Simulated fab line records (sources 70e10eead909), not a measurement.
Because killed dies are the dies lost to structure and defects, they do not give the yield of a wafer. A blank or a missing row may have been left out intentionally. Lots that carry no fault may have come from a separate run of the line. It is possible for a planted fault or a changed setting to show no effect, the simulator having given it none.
Matching of chambers | flow nandHarc | rieDiel-07 running NHARC_A_ZERO_WELL_ETCH_19: 4 sister chambers
The step etches the open film in N2/H2, target depth 80 nm, overetch 24 nm, time 87.88 s. 14 wafers are shown with their chamber, then 6 later ones without.

== WAFERS, EACH WITH ITS CHAMBER ==
wafer  | chamber | drypumpMotorCurrentA (A) | rfVppV (V) | oesProductAu (a.u.)
L599.1 | 1       | 6.0                      | 429.0      | 1.018
L599.4 | 2       | 5.2                      | 428.3      | 1.006
L599.6 | 0       | 6.0                      | 430.2      | 1.002
L600.1 | 3       | 5.1                      | 432.1      | 1.010
L600.2 | 2       | 5.2                      | 428.1      | 1.008
L600.4 | 0       | 6.1                      | 428.9      | 0.995
L603.2 | 3       | 5.0                      | 431.9      | 1.004
L603.4 | 1       | 6.0                      | 427.7      | 1.015
L603.5 | 3       | 5.1                      | 431.5      | 1.013
L605.1 | 0       | 6.1                      | 429.5      | 1.000
L605.3 | 2       | 5.2                      | 429.2      | 1.004
L605.5 | 1       | 6.0                      | 428.5      | 1.009
L606.2 | 0       | 6.1                      | 428.5      | 0.992
L606.3 | 3       | 5.0                      | 430.5      | 1.006

SIGNATURES, as means of the wafers listed above
reading              | chamber 0 | chamber 1 | chamber 2 | chamber 3 | scatter within a chamber
drypumpMotorCurrentA | 6.075     | 6.000     | 5.200     | 5.050     | 0.0418
rfVppV               | 429.275   | 428.400   | 428.533   | 431.500   | 0.687
oesProductAu         | 0.99725   | 1.01400   | 1.00600   | 1.00825   | 0.00402
Rule: a wafer lies at a distance from a chamber equal to the root of the sum of squares, over the readings, of (its reading less the chamber's mean, divided by the reading's scatter). The wafer belongs to the nearest chamber; if the next one is less than 2 further off, it can't be placed. The scatter: the root of (the sum of the squares of (reading less its chamber's mean) over the shown wafers, divided by (wafers less chambers)).

== WAFERS WITH NO CHAMBER GIVEN ==
wafer  | drypumpMotorCurrentA (A) | rfVppV (V) | oesProductAu (a.u.)
L606.5 | 5.0                      | 431.6      | 1.001
L611.2 | 5.1                      | 431.3      | 1.020
L611.4 | 5.9                      | 425.3      | 1.019
L611.6 | 5.9                      | 428.3      | 1.019
L620.2 | 5.0                      | 430.3      | 0.984
L620.6 | 5.2                      | 429.1      | 1.009

== CHAMBER TAKEN BY EACH ==
wafer  | from the rows above     | in truth
L606.5 | 3                       | 3
L611.2 | 3                       | 3
L611.4 | 1                       | 1
L611.6 | 1                       | 1
L620.2 | can't be placed: 3 or 2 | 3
L620.6 | 2                       | 2
Correct placement for 5 of the 6. Not placeable from these rows: 1 (in 1, the candidates include the true chamber). Placed wrongly: 0.
